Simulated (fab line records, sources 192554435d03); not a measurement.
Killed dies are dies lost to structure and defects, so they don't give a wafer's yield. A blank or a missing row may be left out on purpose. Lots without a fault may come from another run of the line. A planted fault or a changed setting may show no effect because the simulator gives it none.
Which tool did it? | flow n5_finfet | 13 lots, 39 wafers sampled, at 4 steps of a route of 1938

WHAT THE GAUGES READ, wafer by wafer
The record holds no reading of a measuring or inspecting step that can be judged against a usual standard deviation.

WHICH TOOL RAN EACH LOT (tool, then ch and the chambers of the sampled wafers, then the start)
lot  | N5_STI_FIN_REVEAL_ALD_00         | N5_MIM_BOT_DEGAS_01          | N5_PASSIVATION_AL_DEP_21     | N5_PASSIVATION_PROBE_49
L897 | ald_sin-01 ch 0,1,3, day 2 12:25 | pvd_sputter-02, day 12 11:18 | pvd_sputter-03, day 12 17:14 | -
L898 | ald_sin-02 ch 0,1,2, day 2 17:42 | pvd_sputter-03, day 12 16:46 | pvd_sputter-02, day 12 23:47 | -
L899 | ald_sin-01 ch 0,1,2, day 2 22:05 | pvd_sputter-01, day 12 06:09 | pvd_sputter-01, day 12 11:43 | -
L900 | ald_sin-04 ch 0,2,3, day 3 09:02 | pvd_sputter-02, day 12 16:41 | pvd_sputter-03, day 12 23:44 | -
L901 | ald_sin-04 ch 1,2, day 3 10:10   | pvd_sputter-01, day 13 04:09 | pvd_sputter-03, day 13 12:25 | -
L903 | ald_sin-04 ch 0,1, day 4 00:03   | pvd_sputter-03, day 13 00:48 | pvd_sputter-02, day 13 09:19 | -
L902 | ald_sin-04 ch 0,1,2, day 4 00:19 | pvd_sputter-03, day 13 13:21 | pvd_sputter-03, day 13 20:08 | prober-02, day 14 01:57
L904 | ald_sin-01 ch 0,3, day 4 03:41   | pvd_sputter-03, day 13 12:47 | pvd_sputter-03, day 13 19:17 | -
L905 | ald_sin-04 ch 1,3, day 4 13:34   | pvd_sputter-01, day 14 01:59 | pvd_sputter-01, day 14 08:07 | prober-01, day 14 13:41
L907 | ald_sin-01 ch 0,1, day 5 00:41   | pvd_sputter-02, day 15 01:32 | pvd_sputter-01, day 15 08:56 | -
L908 | ald_sin-04 ch 1,2,3, day 5 07:01 | pvd_sputter-02, day 15 04:42 | pvd_sputter-02, day 15 14:10 | prober-02, day 15 20:07
L911 | ald_sin-01 ch 0,1,3, day 5 22:47 | pvd_sputter-03, day 16 01:46 | pvd_sputter-02, day 16 10:58 | -
L915 | ald_sin-01 ch 0,2,3, day 6 22:02 | pvd_sputter-02, day 16 10:10 | pvd_sputter-03, day 16 16:08 | -
- N5_STI_FIN_REVEAL_ALD_00: deposits SiO2, target thk 1 nm, pulse time 1 s.
- N5_MIM_BOT_DEGAS_01: time 60 s.
- N5_PASSIVATION_AL_DEP_21: deposits Al, target thk 2800 nm, time 170 s.
- N5_PASSIVATION_PROBE_49

WHAT THE TOOLS THEMSELVES READ (means of the sampled wafers that have a number; where no wafer has one, the mark that the record gives instead)
N5_STI_FIN_REVEAL_ALD_00. Usual: heater_power_w 494 W, standard deviation 47; precursor_pulse_height_rel 1.000, standard deviation 0.02.
lot  | tool       | heater_power_w (W) | precursor_pulse_height_rel | flag
L897 | ald_sin-01 | 518                | 1.011                      |
L898 | ald_sin-02 | 468                | 0.994                      |
L899 | ald_sin-01 | 518                | 1.015                      |
L900 | ald_sin-04 | 494                | 1.012                      |
L901 | ald_sin-04 | 486                | 0.997                      |
L903 | ald_sin-04 | 523                | 1.003                      |
L902 | ald_sin-04 | 529                | 0.994                      |
L904 | ald_sin-01 | 488                | 1.006                      |
L905 | ald_sin-04 | 446                | 1.011                      |
L907 | ald_sin-01 | 525                | 0.998                      |
L908 | ald_sin-04 | 452                | 0.997                      |
L911 | ald_sin-01 | 514                | 0.989                      |
L915 | ald_sin-01 | 487                | 1.003                      |

N5_MIM_BOT_DEGAS_01. Usual: heater_power_w 453 W, standard deviation 45.
lot  | tool           | heater_power_w (W) | flag
L897 | pvd_sputter-02 | 487                |
L898 | pvd_sputter-03 | 444                |
L899 | pvd_sputter-01 | 491                |
L900 | pvd_sputter-02 | 454                |
L901 | pvd_sputter-01 | 482                |
L903 | pvd_sputter-03 | 467                |
L902 | pvd_sputter-03 | 447                |
L904 | pvd_sputter-03 | 429                |
L905 | pvd_sputter-01 | 475                |
L907 | pvd_sputter-02 | 473                |
L908 | pvd_sputter-02 | 413                |
L911 | pvd_sputter-03 | 451                |
L915 | pvd_sputter-02 | 448                |

N5_PASSIVATION_AL_DEP_21. Usual: throttle_valve_pct 29.7 %, standard deviation 1.
lot  | tool           | throttle_valve_pct (%) | flag
L897 | pvd_sputter-03 | 28.6                   |
L898 | pvd_sputter-02 | 30.1                   |
L899 | pvd_sputter-01 | 31.3                   |
L900 | pvd_sputter-03 | 29.2                   |
L901 | pvd_sputter-03 | 29.8                   |
L903 | pvd_sputter-02 | 29.5                   |
L902 | pvd_sputter-03 | 29.0                   |
L904 | pvd_sputter-03 | 28.7                   |
L905 | pvd_sputter-01 | 31.0                   |
L907 | pvd_sputter-01 | 30.7                   |
L908 | pvd_sputter-02 | 30.2                   |
L911 | pvd_sputter-02 | 29.9                   |
L915 | pvd_sputter-03 | 28.6                   |

N5_PASSIVATION_PROBE_49. Usual: defect_limited_yield 91.3 %, standard deviation 1.5; killed_at_M0_to_M3 35, standard deviation 8.7; killed_at_M4_up 14, standard deviation 5.5; killed_at_contacts 11, standard deviation 5.6; killed_at_front_end 39, standard deviation 13; killed_at_other 3.7, standard deviation 2.2; killed_dies 103, standard deviation 18; killed_open 69, standard deviation 14; killed_short 33, standard deviation 7.8; sort_bin_4_leakage 0.02 %, standard deviation 0.15; sort_bin_5_function 5.1 %, standard deviation 0.99; sort_bin_6_memory 3.3 %, standard deviation 0.67; sort_bin_8_speed 0.02 %, standard deviation 0.17; sort_n_pass 1077, standard deviation 18; sort_yield_pct 91.2 %, standard deviation 1.5.
lot  | tool      | defect_limited_yield (%) | killed_at_M0_to_M3 | killed_at_M4_up | killed_at_contacts | killed_at_front_end | killed_at_other | killed_dies | killed_open | killed_short | sort_bin_4_leakage (%) | sort_bin_5_function (%) | sort_bin_6_memory (%) | sort_bin_8_speed (%) | sort_n_pass | sort_yield_pct (%) | flag
L902 | prober-02 | 91.5                     | 44                 | 10              | 7                  | 34                  | 4.7             | 100         | 65          | 34           | 0.00                   | 5.1                     | 3.1                   | 0.00                 | 1080        | 91.5               |
L905 | prober-01 | 86.0                     | 35                 | 15              | 5                  | 107                 | 4.3             | 165         | 64          | 34           | 0.00                   | 8.9                     | 4.1                   | 0.00                 | 1015        | 86.0               | OFF
L908 | prober-02 | 84.2                     | 35                 | 25              | 12                 | 112                 | 3.3             | 187         | 89          | 34           | 0.06                   | 9.9                     | 4.5                   | 0.00                 | 992         | 84.1               | OFF

THE ANSWER, worked out from the rows above alone
Rule: a lot is off if the mean of its wafers that have a number lies more than 3 standard deviations from the usual mean. A lot without any number at a reading at which 4 lots or more have one is off too. The other lots that the step has rows for count as sound. The gauges are gone through in route order, then the tools' own readings, and for those a lot's mean is taken as printed above. The first step at which some lot is off is used, and at that step the reading that is off furthest; a lot without a number counts as furthest.
Off: L905, L908, at N5_PASSIVATION_PROBE_49 (killed_at_front_end). Neither off nor sound, because the step has no rows for them: L897, L898, L899, L900, L901, L903, L904, L907, L911, L915.
A tool fits if, at that step or a process step before it, it ran every lot that is off, and no sound lot after the first of them. One fits: ald_sin-04 at N5_STI_FIN_REVEAL_ALD_00. Its last sound lot is L902 (day 4 00:19), its first lot that is off L905 (day 4 13:34): a fault that began between those two fits.

WHAT THE SIMULATOR HAD PUT IN
Chamber particle source: ald_sin-04, from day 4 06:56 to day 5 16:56, at N5_STI_FIN_REVEAL_ALD_00. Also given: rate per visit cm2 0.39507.
Lots struck among those shown: L905, L908. The rule above found the same.
